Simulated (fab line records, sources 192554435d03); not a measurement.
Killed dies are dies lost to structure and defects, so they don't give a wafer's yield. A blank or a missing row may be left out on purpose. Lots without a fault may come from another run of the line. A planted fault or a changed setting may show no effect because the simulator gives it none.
Split-lot experiment | flow n5_finfet | 7 lots, 39 wafers read, on a route of 1938 steps

THE SPLIT
At N5_SD_ACTIVATION_LSA_01 (time 0.0008 s), the setting temp_c was moved away from the recipe's 1080 C on 18 of the 39 wafers read, by -1.0% to +1.4%. The other wafers ran this setting at the recipe's value.

The file shows no step between the split and the reading.

THE READING
RS_SD_N, in ohm/sq, at N5_SD_ACTIVATION_RS_MEAS_03 (measures by four-point-probe). Fault-free wafers of this fab line usually give 21.9 ohm/sq, standard deviation 0.34 ohm/sq.

wafer  | tool, chamber at the split | temp_c as run, C | against the recipe | RS_SD_N, ohm/sq | against lot-mates on the recipe
L078.1 | laser_anneal-01, 0         | 1080             | recipe             | 22.1            | -
L078.2 | laser_anneal-01, 0         | 1080             | recipe             | 22.2            | -
L078.3 | laser_anneal-01, 0         | 1069             | -1.0%              | 23.0            | +0.8
L078.4 | laser_anneal-01, 0         | 1069             | -1.0%              | 23.0            | +0.8
L078.5 | laser_anneal-01, 0         | 1080             | recipe             | 22.3            | -
L078.6 | laser_anneal-01, 0         | 1069             | -1.0%              | 23.2            | +1.0
L079.1 | laser_anneal-01, 0         | 1089             | +0.8%              | 21.7            | -0.8
L079.2 | laser_anneal-01, 0         | 1089             | +0.8%              | 21.4            | -1.1
L079.3 | laser_anneal-01, 0         | 1080             | recipe             | 22.3            | -
L079.4 | laser_anneal-01, 0         | 1080             | recipe             | 22.3            | -
L079.5 | laser_anneal-01, 0         | 1089             | +0.8%              | 21.6            | -0.9
L079.6 | laser_anneal-01, 0         | 1080             | recipe             | 22.8            | -
L080.1 | laser_anneal-01, 0         | 1070             | -0.9%              | 22.7            | +0.9
L080.2 | laser_anneal-01, 0         | 1080             | recipe             | 22.1            | -
L080.3 | laser_anneal-01, 0         | 1070             | -0.9%              | 22.9            | +1.1
L080.4 | laser_anneal-01, 0         | 1080             | recipe             | 21.8            | -
L080.5 | laser_anneal-01, 0         | 1080             | recipe             | 21.6            | -
L080.6 | laser_anneal-01, 0         | 1070             | -0.9%              | 23.1            | +1.3
L085.1 | laser_anneal-02, 0         | 1080             | recipe             | 22.2            | -
L085.2 | laser_anneal-02, 0         | 1080             | recipe             | 22.0            | -
L085.3 | laser_anneal-02, 0         | 1095             | +1.4%              | 20.5            | -1.5
L085.4 | laser_anneal-02, 0         | 1095             | +1.4%              | 20.3            | -1.7
L085.5 | laser_anneal-02, 0         | 1095             | +1.4%              | 20.3            | -1.7
L085.6 | laser_anneal-02, 0         | 1080             | recipe             | 21.7            | -
L089.1 | laser_anneal-02, 0         | 1080             | recipe             | 21.9            | -
L089.2 | laser_anneal-02, 0         | 1080             | recipe             | 21.9            | -
L089.5 | laser_anneal-02, 0         | 1080             | recipe             | 22.2            | -
L091.1 | laser_anneal-02, 0         | 1089             | +0.8%              | 20.5            | -1.4
L091.2 | laser_anneal-02, 0         | 1089             | +0.8%              | 20.6            | -1.3
L091.3 | laser_anneal-02, 0         | 1080             | recipe             | 22.0            | -
L091.4 | laser_anneal-02, 0         | 1080             | recipe             | 21.6            | -
L091.5 | laser_anneal-02, 0         | 1080             | recipe             | 22.0            | -
L091.6 | laser_anneal-02, 0         | 1089             | +0.8%              | 20.7            | -1.2
L095.1 | laser_anneal-02, 0         | 1080             | recipe             | 21.9            | -
L095.2 | laser_anneal-02, 0         | 1089             | +0.8%              | 20.8            | -1.0
L095.3 | laser_anneal-02, 0         | 1080             | recipe             | 21.6            | -
L095.4 | laser_anneal-02, 0         | 1089             | +0.8%              | 20.9            | -0.9
L095.5 | laser_anneal-02, 0         | 1089             | +0.8%              | 20.8            | -1.0
L095.6 | laser_anneal-02, 0         | 1080             | recipe             | 21.9            | -

THE FIT
A straight line over all 39 wafers: RS_SD_N changes by -1.12 ohm/sq for each +1% of temp_c; r = -0.93; the points scatter about the line by 0.31 ohm/sq.
The same after taking each lot's own level away (the mean of its wafers on the recipe; 39 wafers): -1.12 ohm/sq for each +1%; r = -0.97; scatter 0.19 ohm/sq.
On that fit, the largest move of temp_c shifts the reading by 1.6 ohm/sq.
The lots' own levels span 21.80 to 22.47 ohm/sq, that is 2.0 times the standard deviation above.
So the lot-to-lot level changes the slope little: the two slopes agree.
Check: with one of the wafers moved furthest among these (+1.4%) left out of the fit, the line predicts -1.62 ohm/sq for it against its lot-mates. It came out at -1.47 ohm/sq against them.
Tool readings at the split's step, against how far the setting was moved: wafer_temp_C_max r = +0.99.

OTHER SPLITS ON THESE WAFERS
These wafers also went through other splits before the reading. Each is held against what the fit with the lots' levels taken away leaves over:
other split on the same wafers        | wafers away from the commonest value | r with RS_SD_N (lot level and that fit taken away)
N5_FIN_CUT_CUT_ETCH_15 target_depth_a | 12                                   | -0.10
N5_DUMMY_GATE_ALD_02 target_thk_a     | 12                                   | -0.25
N5_DUMMY_GATE_EXPOSE_12 dose_mj       | 15                                   | -0.03

THE WHOLE CHAIN: every reading that the file lists as answering this split, in the file's order
step                        | what it does                 | reading          | change (the file's fit)              | r (the file's)
N5_SD_ACTIVATION_LSA_01     | time 0.0008 s                | wafer_temp_C_max | withheld for each +1% of the setting | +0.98
N5_SD_ACTIVATION_RS_MEAS_03 | measures by four-point-probe | RS_SD_N          | -1.13 for each +1% of the setting    | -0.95

THE FILE'S OWN FIT
RS_SD_N changes by -1.13 ohm/sq for each +1% of temp_c, r = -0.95.
